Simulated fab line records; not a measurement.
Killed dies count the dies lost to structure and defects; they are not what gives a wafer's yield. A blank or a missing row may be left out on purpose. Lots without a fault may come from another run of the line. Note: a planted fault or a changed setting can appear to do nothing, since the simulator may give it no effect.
fab line records || flow n5_finfet || part 2 of 2: steps 43 to 44 of 44
[record] {"lots": 5, "wafers": 14, "last_day": 17}
route steps=1938 shown BEOL_M0@739 BEOL_M1@751 BEOL_M4@1111 PASSIVATION@1936
lots untouched by any fault: they come from a run of this same line in which no faults occurred
start_h: hours from the record's opening day to when the first of the lot's shown wafers began || wait_h: how many hours have passed since the lot's step before this one || " repeats the value in the row above || L1.1+2: a row that stands for several wafers || - no value present, or no start provided || * or withheld: withheld || < > ~ a bound
route shown NAME@n: a module of which the file shows steps, and the number in the route of the first || usual: the fault-free wafers' mean and standard deviation || same: alike in all rows || chamber/n: place in a boat || sites: readings site by site || _std_site: their standard deviation || _edge_site: the outer-site mean with the inner-site mean subtracted || radius_mm: how far each site lies from the wafer's centre || mask NAME#n: copy n || behind: the most recent tool/chamber to have shaped the wafer || hold: why the lot went on hold/how many hours it stayed there/how the hold came to an end || device: the transistor (n, p or np) that didn't switch || end of line: the same wafers' tests at the end of the route || where a step has no rows: the recipe by itself || killed: count of dies lost to structure and defects at first sort (not the wafer's yield) || map: the dies of a wafer, with x for killed, . for not killed, _ for no die there
set.NAME: the setting the step ran with; set.NAME@STEP: the setting that earlier step ran with || model.NAME: the simulator's own value behind a step, which no gauge read
a table for each step, a row for each wafer; lots at some steps of the route
services: a tool's chamber out of use, with start hour (start_h, from the record's first day; less than 0 if before it), hours out, and reason
[[steps]]
[step N5_BEOL_M4_RC_MEAS_101]
[usual] {"DIBL_N": "36.4/1.6", "DIBL_P": "36.2/1.8", "IOFF_N": "0.159/0.029", "IOFF_P": "0.21/0.034", "ION_N": "670/12", "ION_P": "459/8.2", "SS_N": "71.5/0.59", "SS_P": "73.2/0.54", "VT_N": "250/3.3", "VT_P": "-250/3.7"}
{"lot.wafer": "L864.1", "tool": "prober-02", "chamber": 0, "start_h": 188.49, "wait_h": 0.0, "DIBL_N[mV/V]": 37.6, "DIBL_P[mV/V]": 38.5, "IOFF_N[nA/um]": 0.178, "IOFF_P[nA/um]": 0.23, "ION_N[uA/um]": 672, "ION_P[uA/um]": 454, "SS_N[mV/dec]": 71.7, "SS_P[mV/dec]": 74.4, "VT_N[mV]": 252, "VT_P[mV]": -250}
{"lot.wafer": "L864.2", "tool": "prober-02", "chamber": 0, "start_h": 188.49, "wait_h": 0.0, "DIBL_N[mV/V]": 35.8, "DIBL_P[mV/V]": 37.1, "IOFF_N[nA/um]": 0.149, "IOFF_P[nA/um]": 0.19, "ION_N[uA/um]": 657, "ION_P[uA/um]": 448, "SS_N[mV/dec]": 70.8, "SS_P[mV/dec]": 73.3, "VT_N[mV]": 249, "VT_P[mV]": -253}
{"lot.wafer": "L864.4", "tool": "prober-02", "chamber": 0, "start_h": 188.49, "wait_h": 0.0, "DIBL_N[mV/V]": 36.8, "DIBL_P[mV/V]": 37.3, "IOFF_N[nA/um]": 0.164, "IOFF_P[nA/um]": 0.21, "ION_N[uA/um]": 680, "ION_P[uA/um]": 458, "SS_N[mV/dec]": 70.8, "SS_P[mV/dec]": 73.3, "VT_N[mV]": 249, "VT_P[mV]": -252}
{"lot.wafer": "L868.2", "tool": "prober-01", "chamber": 0, "start_h": 211.70, "wait_h": 0.2, "DIBL_N[mV/V]": 34.2, "DIBL_P[mV/V]": 35.2, "IOFF_N[nA/um]": 0.128, "IOFF_P[nA/um]": 0.18, "ION_N[uA/um]": 647, "ION_P[uA/um]": 450, "SS_N[mV/dec]": 71.3, "SS_P[mV/dec]": 73.3, "VT_N[mV]": 253, "VT_P[mV]": -251}
{"lot.wafer": "L868.5", "tool": "prober-01", "chamber": 0, "start_h": 211.70, "wait_h": 0.2, "DIBL_N[mV/V]": 36.0, "DIBL_P[mV/V]": 37.8, "IOFF_N[nA/um]": 0.166, "IOFF_P[nA/um]": 0.25, "ION_N[uA/um]": 667, "ION_P[uA/um]": 462, "SS_N[mV/dec]": 71.7, "SS_P[mV/dec]": 74.2, "VT_N[mV]": 244, "VT_P[mV]": -247}
{"lot.wafer": "L879.1", "tool": "prober-02", "chamber": 0, "start_h": 285.69, "wait_h": 0.0, "DIBL_N[mV/V]": 37.2, "DIBL_P[mV/V]": 36.5, "IOFF_N[nA/um]": 0.159, "IOFF_P[nA/um]": 0.21, "ION_N[uA/um]": 659, "ION_P[uA/um]": 453, "SS_N[mV/dec]": 71.9, "SS_P[mV/dec]": 73.5, "VT_N[mV]": 252, "VT_P[mV]": -253}
{"lot.wafer": "L879.3", "tool": "prober-02", "chamber": 0, "start_h": 285.69, "wait_h": 0.0, "DIBL_N[mV/V]": 37.6, "DIBL_P[mV/V]": 37.0, "IOFF_N[nA/um]": 0.167, "IOFF_P[nA/um]": 0.21, "ION_N[uA/um]": 670, "ION_P[uA/um]": 454, "SS_N[mV/dec]": 70.9, "SS_P[mV/dec]": 73.3, "VT_N[mV]": 249, "VT_P[mV]": -250}
{"lot.wafer": "L879.4", "tool": "prober-02", "chamber": 0, "start_h": 285.69, "wait_h": 0.0, "DIBL_N[mV/V]": 37.5, "DIBL_P[mV/V]": 37.7, "IOFF_N[nA/um]": 0.163, "IOFF_P[nA/um]": 0.22, "ION_N[uA/um]": 660, "ION_P[uA/um]": 451, "SS_N[mV/dec]": 71.6, "SS_P[mV/dec]": 74.1, "VT_N[mV]": 251, "VT_P[mV]": -249}
{"lot.wafer": "L880.2", "tool": "prober-01", "chamber": 0, "start_h": 288.18, "wait_h": 0.2, "DIBL_N[mV/V]": 34.9, "DIBL_P[mV/V]": 34.8, "IOFF_N[nA/um]": 0.139, "IOFF_P[nA/um]": 0.19, "ION_N[uA/um]": 677, "ION_P[uA/um]": 461, "SS_N[mV/dec]": 71.3, "SS_P[mV/dec]": 73.2, "VT_N[mV]": 251, "VT_P[mV]": -253}
{"lot.wafer": "L880.5", "tool": "prober-01", "chamber": 0, "start_h": 288.18, "wait_h": 0.2, "DIBL_N[mV/V]": 36.2, "DIBL_P[mV/V]": 37.2, "IOFF_N[nA/um]": 0.160, "IOFF_P[nA/um]": 0.23, "ION_N[uA/um]": 679, "ION_P[uA/um]": 470, "SS_N[mV/dec]": 70.8, "SS_P[mV/dec]": 74.1, "VT_N[mV]": 247, "VT_P[mV]": -248}
{"lot.wafer": "L880.6", "tool": "prober-01", "chamber": 0, "start_h": 288.18, "wait_h": 0.2, "DIBL_N[mV/V]": 35.3, "DIBL_P[mV/V]": 35.4, "IOFF_N[nA/um]": 0.146, "IOFF_P[nA/um]": 0.19, "ION_N[uA/um]": 666, "ION_P[uA/um]": 459, "SS_N[mV/dec]": 70.5, "SS_P[mV/dec]": 73.4, "VT_N[mV]": 250, "VT_P[mV]": -250}
{"lot.wafer": "L883.3", "tool": "prober-02", "chamber": 0, "start_h": 294.08, "wait_h": 0.3, "DIBL_N[mV/V]": 37.1, "DIBL_P[mV/V]": 35.8, "IOFF_N[nA/um]": 0.149, "IOFF_P[nA/um]": 0.22, "ION_N[uA/um]": 675, "ION_P[uA/um]": 468, "SS_N[mV/dec]": 71.9, "SS_P[mV/dec]": 73.7, "VT_N[mV]": 248, "VT_P[mV]": -250}
{"lot.wafer": "L883.5", "tool": "prober-02", "chamber": 0, "start_h": 294.08, "wait_h": 0.3, "DIBL_N[mV/V]": 36.1, "DIBL_P[mV/V]": 35.0, "IOFF_N[nA/um]": 0.148, "IOFF_P[nA/um]": 0.22, "ION_N[uA/um]": 665, "ION_P[uA/um]": 458, "SS_N[mV/dec]": 71.8, "SS_P[mV/dec]": 73.3, "VT_N[mV]": 251, "VT_P[mV]": -248}
{"lot.wafer": "L883.6", "tool": "prober-02", "chamber": 0, "start_h": 294.08, "wait_h": 0.3, "DIBL_N[mV/V]": 37.3, "DIBL_P[mV/V]": 35.3, "IOFF_N[nA/um]": 0.160, "IOFF_P[nA/um]": 0.21, "ION_N[uA/um]": 673, "ION_P[uA/um]": 461, "SS_N[mV/dec]": 71.1, "SS_P[mV/dec]": 72.7, "VT_N[mV]": 250, "VT_P[mV]": -250}
[step N5_PASSIVATION_PROBE_49]
[usual] {"defect_limited_yield": "91.1/1.5", "killed_at_M0_to_M3": "33/9.9", "killed_at_M4_up": "14/5.2", "killed_at_contacts": "12/6.7", "killed_at_front_end": "43/13", "killed_at_other": "3.4/2.7", "killed_dies": "105/17", "killed_open": "69/13", "killed_short": "33/7.5", "sort_bin_5_function": "5.2/0.91", "sort_bin_6_memory": "3.3/0.71", "sort_bin_8_speed": "0.00/0.032", "sort_n_pass": "1075/17", "sort_yield_pct": "91.1/1.5"}
[same] {"gross_dies": 1180, "killed_at_back_side": 0, "sort_bin_4_leakage[%]": 0}
{"lot.wafer": "L864.1", "tool": "prober-01", "chamber": "-", "start_h": 305.23, "wait_h": 0.0, "defect_limited_yield[%]": 89.2, "killed_at_M0_to_M3": 48, "killed_at_M4_up": 23, "killed_at_contacts": 12, "killed_at_front_end": 37, "killed_at_other": 7, "killed_dies": 127, "killed_open": 95, "killed_short": 32, "sort_bin_5_function[%]": 6.6, "sort_bin_6_memory[%]": 4.1, "sort_bin_8_speed[%]": 0, "sort_n_pass": 1053, "sort_yield_pct[%]": 89.2}
{"lot.wafer": "L864.2", "tool": "prober-01", "chamber": "-", "start_h": 305.28, "wait_h": 0.1, "defect_limited_yield[%]": 91.1, "killed_at_M0_to_M3": 41, "killed_at_M4_up": 7, "killed_at_contacts": 12, "killed_at_front_end": 40, "killed_at_other": 5, "killed_dies": 105, "killed_open": 77, "killed_short": 28, "sort_bin_5_function[%]": 5.1, "sort_bin_6_memory[%]": 3.5, "sort_bin_8_speed[%]": 0.08, "sort_n_pass": 1074, "sort_yield_pct[%]": 91.0}
{"lot.wafer": "L864.4", "tool": "prober-01", "chamber": "-", "start_h": 305.38, "wait_h": 0.2, "defect_limited_yield[%]": 90.9, "killed_at_M0_to_M3": 45, "killed_at_M4_up": 14, "killed_at_contacts": 5, "killed_at_front_end": 41, "killed_at_other": 2, "killed_dies": 107, "killed_open": 78, "killed_short": 28, "sort_bin_5_function[%]": 4.9, "sort_bin_6_memory[%]": 4.0, "sort_bin_8_speed[%]": 0, "sort_n_pass": 1073, "sort_yield_pct[%]": 90.9}
{"lot.wafer": "L868.2", "tool": "prober-01", "chamber": "-", "start_h": 323.70, "wait_h": 0.1, "defect_limited_yield[%]": 90.8, "killed_at_M0_to_M3": 34, "killed_at_M4_up": 17, "killed_at_contacts": 24, "killed_at_front_end": 28, "killed_at_other": 5, "killed_dies": 108, "killed_open": 75, "killed_short": 33, "sort_bin_5_function[%]": 6.0, "sort_bin_6_memory[%]": 3.0, "sort_bin_8_speed[%]": 0, "sort_n_pass": 1072, "sort_yield_pct[%]": 90.8}
{"lot.wafer": "L868.5", "tool": "prober-01", "chamber": "-", "start_h": 323.85, "wait_h": 0.2, "defect_limited_yield[%]": 91.1, "killed_at_M0_to_M3": 46, "killed_at_M4_up": 6, "killed_at_contacts": 15, "killed_at_front_end": 38, "killed_at_other": 0, "killed_dies": 105, "killed_open": 65, "killed_short": 38, "sort_bin_5_function[%]": 5.2, "sort_bin_6_memory[%]": 3.5, "sort_bin_8_speed[%]": 0, "sort_n_pass": 1075, "sort_yield_pct[%]": 91.1}
{"lot.wafer": "L879.1", "tool": "prober-01", "chamber": "-", "start_h": 384.00, "wait_h": 0.8, "defect_limited_yield[%]": 93.0, "killed_at_M0_to_M3": 26, "killed_at_M4_up": 9, "killed_at_contacts": 6, "killed_at_front_end": 31, "killed_at_other": 11, "killed_dies": 83, "killed_open": 57, "killed_short": 25, "sort_bin_5_function[%]": 4.6, "sort_bin_6_memory[%]": 2.5, "sort_bin_8_speed[%]": 0, "sort_n_pass": 1097, "sort_yield_pct[%]": 93.0}
{"lot.wafer": "L879.3", "tool": "prober-01", "chamber": "-", "start_h": 384.10, "wait_h": 0.9, "defect_limited_yield[%]": 92.5, "killed_at_M0_to_M3": 33, "killed_at_M4_up": 7, "killed_at_contacts": 6, "killed_at_front_end": 41, "killed_at_other": 1, "killed_dies": 88, "killed_open": 59, "killed_short": 23, "sort_bin_5_function[%]": 4.3, "sort_bin_6_memory[%]": 2.6, "sort_bin_8_speed[%]": 0, "sort_n_pass": 1092, "sort_yield_pct[%]": 92.5}
{"lot.wafer": "L879.4", "tool": "prober-01", "chamber": "-", "start_h": 384.15, "wait_h": 0.9, "defect_limited_yield[%]": 93.1, "killed_at_M0_to_M3": 17, "killed_at_M4_up": 16, "killed_at_contacts": 5, "killed_at_front_end": 42, "killed_at_other": 2, "killed_dies": 82, "killed_open": 58, "killed_short": 23, "sort_bin_5_function[%]": 4.0, "sort_bin_6_memory[%]": 2.3, "sort_bin_8_speed[%]": 0, "sort_n_pass": 1098, "sort_yield_pct[%]": 93.1}
{"lot.wafer": "L880.2", "tool": "prober-01", "chamber": "-", "start_h": 396.86, "wait_h": 0.1, "defect_limited_yield[%]": 93.3, "killed_at_M0_to_M3": 17, "killed_at_M4_up": 17, "killed_at_contacts": 19, "killed_at_front_end": 24, "killed_at_other": 2, "killed_dies": 79, "killed_open": 52, "killed_short": 25, "sort_bin_5_function[%]": 4.7, "sort_bin_6_memory[%]": 1.9, "sort_bin_8_speed[%]": 0, "sort_n_pass": 1101, "sort_yield_pct[%]": 93.3}
{"lot.wafer": "L880.5", "tool": "prober-01", "chamber": "-", "start_h": 397.01, "wait_h": 0.2, "defect_limited_yield[%]": 89.2, "killed_at_M0_to_M3": 47, "killed_at_M4_up": 15, "killed_at_contacts": 16, "killed_at_front_end": 44, "killed_at_other": 6, "killed_dies": 128, "killed_open": 88, "killed_short": 38, "sort_bin_5_function[%]": 6.6, "sort_bin_6_memory[%]": 4.0, "sort_bin_8_speed[%]": 0, "sort_n_pass": 1052, "sort_yield_pct[%]": 89.2}
{"lot.wafer": "L880.6", "tool": "prober-01", "chamber": "-", "start_h": 397.06, "wait_h": 0.3, "defect_limited_yield[%]": 92.2, "killed_at_M0_to_M3": 29, "killed_at_M4_up": 17, "killed_at_contacts": 22, "killed_at_front_end": 21, "killed_at_other": 3, "killed_dies": 92, "killed_open": 57, "killed_short": 34, "sort_bin_5_function[%]": 4.5, "sort_bin_6_memory[%]": 2.8, "sort_bin_8_speed[%]": 0, "sort_n_pass": 1088, "sort_yield_pct[%]": 92.2}
{"lot.wafer": "L883.3", "tool": "prober-01", "chamber": "-", "start_h": 405.68, "wait_h": 0.1, "defect_limited_yield[%]": 91.9, "killed_at_M0_to_M3": 19, "killed_at_M4_up": 3, "killed_at_contacts": 22, "killed_at_front_end": 47, "killed_at_other": 5, "killed_dies": 96, "killed_open": 61, "killed_short": 33, "sort_bin_5_function[%]": 5.0, "sort_bin_6_memory[%]": 2.9, "sort_bin_8_speed[%]": 0, "sort_n_pass": 1084, "sort_yield_pct[%]": 91.9}
{"lot.wafer": "L883.5", "tool": "prober-01", "chamber": "-", "start_h": 405.78, "wait_h": 0.2, "defect_limited_yield[%]": 91.2, "killed_at_M0_to_M3": 33, "killed_at_M4_up": 12, "killed_at_contacts": 15, "killed_at_front_end": 43, "killed_at_other": 1, "killed_dies": 104, "killed_open": 68, "killed_short": 32, "sort_bin_5_function[%]": 4.8, "sort_bin_6_memory[%]": 3.6, "sort_bin_8_speed[%]": 0, "sort_n_pass": 1076, "sort_yield_pct[%]": 91.2}
{"lot.wafer": "L883.6", "tool": "prober-01", "chamber": "-", "start_h": 405.83, "wait_h": 0.3, "defect_limited_yield[%]": 92.5, "killed_at_M0_to_M3": 13, "killed_at_M4_up": 13, "killed_at_contacts": 12, "killed_at_front_end": 43, "killed_at_other": 7, "killed_dies": 88, "killed_open": 56, "killed_short": 29, "sort_bin_5_function[%]": 4.8, "sort_bin_6_memory[%]": 2.5, "sort_bin_8_speed[%]": 0, "sort_n_pass": 1092, "sort_yield_pct[%]": 92.5}
// killed by level:class
L864.1 BEOL_M2:geometric_particle:open=15 BEOL_M3:geometric_particle:open=12 MOL_CONTACT_COAG:geometric_particle:open=10 BEOL_M4:geometric_particle:open=10 BEOL_M0_SAQP:geometric_particle:short=8 DUMMY_GATE:geometric_particle:open=7 GATE_CUT:geometric_particle:short=6 BEOL_M0_SAQP:geometric_particle:open=5
L864.2 BEOL_M2:geometric_particle:open=19 FIN_SAQP:geometric_particle:open=16 MOL_CONTACT_COAG:geometric_particle:open=11 FIN_SAQP:geometric_particle:short=10 BEOL_M1:geometric_particle:open=8 BEOL_M0_SAQP:geometric_particle:open=6 BEOL_M3:geometric_particle:open=3 DUMMY_GATE:geometric_particle:open=3
L864.4 BEOL_M3:geometric_particle:open=14 FIN_SAQP:geometric_particle:open=11 BEOL_M0_SAQP:geometric_particle:open=9 DUMMY_GATE:geometric_particle:open=8 BEOL_M2:geometric_particle:open=8 FIN_SAQP:geometric_particle:short=6 BEOL_M0_SAQP:geometric_particle:short=5 BEOL_M0:geometric_particle:open=5
L868.2 MOL_CONTACT_COAG:geometric_particle:open=17 BEOL_M2:geometric_particle:open=13 BEOL_M4:geometric_particle:open=11 MOL_CONTACT_COAG:geometric_particle:short=7 BEOL_M3:geometric_particle:open=6 STI_FIN_REVEAL:geometric_particle:open=5 BEOL_M0_SAQP:geometric_particle:open=5 ILD0:geometric_particle:short=4
L868.5 MOL_CONTACT_COAG:geometric_particle:open=11 BEOL_M0_SAQP:geometric_particle:short=11 DUMMY_GATE:geometric_particle:open=10 BEOL_M2:geometric_particle:open=10 BEOL_M0_SAQP:geometric_particle:open=10 FIN_SAQP:geometric_particle:short=9 FIN_SAQP:geometric_particle:open=5 BEOL_M1:geometric_particle:open=5
L879.1 BEOL_M2:geometric_particle:open=7 BEOL_M3:geometric_particle:open=7 GATE_CUT:geometric_particle:short=6 MOL_CONTACT_COAG:geometric_particle:open=6 BEOL_M1:geometric_particle:open=6 FIN_SAQP:geometric_particle:open=5 PAD_METAL:geometric_particle:short=5 STI_FIN_REVEAL:geometric_particle:open=4
L879.3 STI_FIN_REVEAL:geometric_particle:open=7 BEOL_M1:geometric_particle:open=7 BEOL_M2:geometric_particle:open=6 FIN_SAQP:geometric_particle:open=5 FIN_SAQP:geometric_particle:short=5 GATE_CUT:geometric_particle:open=5 MOL_CONTACT_COAG:geometric_particle:open=5 BEOL_M0_SAQP:geometric_particle:open=5
L879.4 STI_FIN_REVEAL:geometric_particle:open=7 FIN_SAQP:geometric_particle:open=6 FIN_SAQP:geometric_particle:short=5 GATE_CUT:geometric_particle:short=5 BEOL_M2:geometric_particle:open=5 BEOL_M4:geometric_particle:open=5 BEOL_M0:geometric_particle:open=4 STARTING-WAFER:geometric_particle:open=4
L880.2 MOL_CONTACT_COAG:geometric_particle:open=14 STI_FIN_REVEAL:geometric_particle:open=9 BEOL_M4:geometric_particle:open=8 BEOL_M0_SAQP:geometric_particle:open=6 MOL_CONTACT_COAG:geometric_particle:short=5 FIN_SAQP:geometric_particle:short=3 FIN_SAQP:geometric_particle:open=3 BEOL_M0:geometric_particle:short=3
L880.5 FIN_SAQP:geometric_particle:open=17 MOL_CONTACT_COAG:geometric_particle:open=12 BEOL_M0_SAQP:geometric_particle:short=10 BEOL_M0_SAQP:geometric_particle:open=10 BEOL_M3:geometric_particle:open=9 FIN_SAQP:geometric_particle:short=8 BEOL_M1:geometric_particle:open=8 STI_FIN_REVEAL:geometric_particle:open=7
L880.6 MOL_CONTACT_COAG:geometric_particle:open=20 BEOL_M0_SAQP:geometric_particle:open=10 BEOL_M0_SAQP:geometric_particle:short=9 FIN_SAQP:geometric_particle:short=8 BEOL_M4:geometric_particle:open=7 BEOL_M1:geometric_particle:short=3 BEOL_M1:geometric_particle:open=3 BEOL_M8:geometric_particle:open=3
L883.3 MOL_CONTACT_COAG:geometric_particle:open=20 FIN_SAQP:geometric_particle:short=12 DUMMY_GATE:geometric_particle:open=12 STI_FIN_REVEAL:geometric_particle:open=7 BEOL_M0_SAQP:geometric_particle:short=6 FIN_SAQP:geometric_particle:open=5 DUMMY_GATE:geometric_particle:short=4 BEOL_M0_SAQP:geometric_particle:open=3
L883.5 MOL_CONTACT_COAG:geometric_particle:open=12 STI_FIN_REVEAL:geometric_particle:open=8 BEOL_M1:geometric_particle:open=8 BEOL_M2:geometric_particle:open=7 BEOL_M4:geometric_particle:open=6 DUMMY_GATE:geometric_particle:open=5 BEOL_M0:geometric_particle:open=5 FIN_SAQP:geometric_particle:open=4
L883.6 STI_FIN_REVEAL:geometric_particle:open=10 DUMMY_GATE:geometric_particle:open=8 MOL_CONTACT_COAG:geometric_particle:open=7 FIN_SAQP:geometric_particle:short=5 BEOL_M4:geometric_particle:open=5 STARTING-WAFER:geometric_particle:short=5 FIN_SAQP:geometric_particle:open=4 MOL_CONTACT_COAG:geometric_particle:short=4
[[services]]
{"tool": "cvd_co-02", "chamber": 1, "start_h": 115.34, "hours": "-", "kind": "clean"}
{"tool": "cvd_co-02", "chamber": 1, "start_h": 115.34, "hours": 22.0, "kind": "scheduled_down"}
{"tool": "cvd_co-02", "chamber": 1, "start_h": 115.34, "hours": 22.0, "kind": "vent_cycle"}
{"tool": "pvd_sputter-03", "chamber": "-", "start_h": 128.00, "hours": 1.9, "kind": "repair"}
{"tool": "pecvd-03", "chamber": 1, "start_h": 132.31, "hours": 3.7, "kind": "repair"}
{"tool": "rie_diel-04", "chamber": 3, "start_h": 138.80, "hours": 6.5, "kind": "repair"}
{"tool": "rie_diel-04", "chamber": 0, "start_h": 145.27, "hours": "-", "kind": "clean"}
{"tool": "rie_diel-04", "chamber": 0, "start_h": 145.27, "hours": "-", "kind": "consumable_replace:focus_ring"}
{"tool": "rie_diel-04", "chamber": 0, "start_h": 145.27, "hours": "-", "kind": "consumable_replace:showerhead"}
{"tool": "rie_diel-04", "chamber": 0, "start_h": 145.27, "hours": 22.0, "kind": "scheduled_down"}
{"tool": "rie_diel-04", "chamber": 0, "start_h": 145.27, "hours": 22.0, "kind": "vent_cycle"}
{"tool": "rie_diel-02", "chamber": 2, "start_h": 146.85, "hours": 7.3, "kind": "repair"}
{"tool": "pecvd-02", "chamber": "-", "start_h": 149.95, "hours": 0.2, "kind": "repair"}
{"tool": "pecvd-03", "chamber": 2, "start_h": 154.16, "hours": 5.0, "kind": "repair"}
{"tool": "cmp-04", "chamber": "-", "start_h": 154.17, "hours": 0.5, "kind": "repair"}
{"tool": "pecvd-02", "chamber": "-", "start_h": 163.60, "hours": 0.6, "kind": "repair"}
{"tool": "rie_diel-02", "chamber": "-", "start_h": 174.45, "hours": 5.9, "kind": "repair"}
{"tool": "pecvd-02", "chamber": "-", "start_h": 181.91, "hours": 2.8, "kind": "pm"}
{"tool": "rie_metal-02", "chamber": "-", "start_h": 196.79, "hours": 10.0, "kind": "pm"}
{"tool": "rie_diel-05", "chamber": "-", "start_h": 207.71, "hours": 14.6, "kind": "pm"}
{"tool": "cmp-02", "chamber": "-", "start_h": 212.68, "hours": 4.0, "kind": "pm"}
{"tool": "cmp-04", "chamber": "-", "start_h": 217.00, "hours": 5.3, "kind": "pm"}
{"tool": "rie_diel-05", "chamber": 1, "start_h": 238.66, "hours": 19.1, "kind": "repair"}
{"tool": "cmp-01", "chamber": "-", "start_h": 244.21, "hours": 6.1, "kind": "repair"}
